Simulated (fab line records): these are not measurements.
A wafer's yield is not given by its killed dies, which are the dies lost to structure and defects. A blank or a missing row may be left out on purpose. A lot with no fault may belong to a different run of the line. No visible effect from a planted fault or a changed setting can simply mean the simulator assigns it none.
Matching of chambers | flow nand harc | NHARC_P_ZERO_WELL_DESCUM_39 on rie diel-11: 4 sister chambers
The step chemistry O2, time 3 s. 8 wafers are shown with their chamber, then 7 later ones without.

## WAFERS PAIRED WITH THEIR CHAMBERS
wafer  | chamber | drypump motor current A (A) | oes product au (a.u.)
L495.6 | 0       | 4.9                         | 1.006
L498.1 | 2       | 6.4                         | 1.000
L498.6 | 3       | 6.6                         | 0.997
L500.2 | 3       | 6.6                         | 0.985
L500.4 | 2       | 6.5                         | 1.007
L500.6 | 1       | 5.8                         | 1.001
L507.1 | 1       | 5.8                         | 1.001
L507.3 | 0       | 4.9                         | 0.991

## WAFERS WITH NO CHAMBER GIVEN
wafer  | drypump motor current A (A) | oes product au (a.u.)
L507.6 | 4.9                         | 0.994
L509.2 | 4.9                         | 1.007
L509.4 | 5.8                         | 0.996
L509.5 | 4.9                         | 0.992
L512.1 | 5.8                         | 0.976
L512.2 | 4.8                         | 0.997
L512.6 | 4.9                         | 1.001

## EACH ONE'S CHAMBER
wafer  | from the rows above | in truth
L507.6 | 0                   | 0
L509.2 | 0                   | 0
L509.4 | 1                   | 1
L509.5 | 0                   | 0
L512.1 | 1                   | 1
L512.2 | 0                   | 0
L512.6 | 0                   | 0
Correct placement for 7 of the 7. Left unplaced by these rows: 0. Number placed wrongly: 0.
How it was worked out, from the rows above alone: a wafer's distance from a chamber is the root of the sum, over the readings, of the square of ((its reading less the chamber's mean) divided by the reading's scatter). If the next closest chamber is less than 2 further off than the closest, the wafer can't be placed; otherwise it belongs to the closest. The mean given for a chamber averages the wafers shown for that chamber. The scatter is the square root of a quotient: the sum, over the shown wafers, of each reading's squared deviation from its chamber's mean, divided by wafers minus chambers.
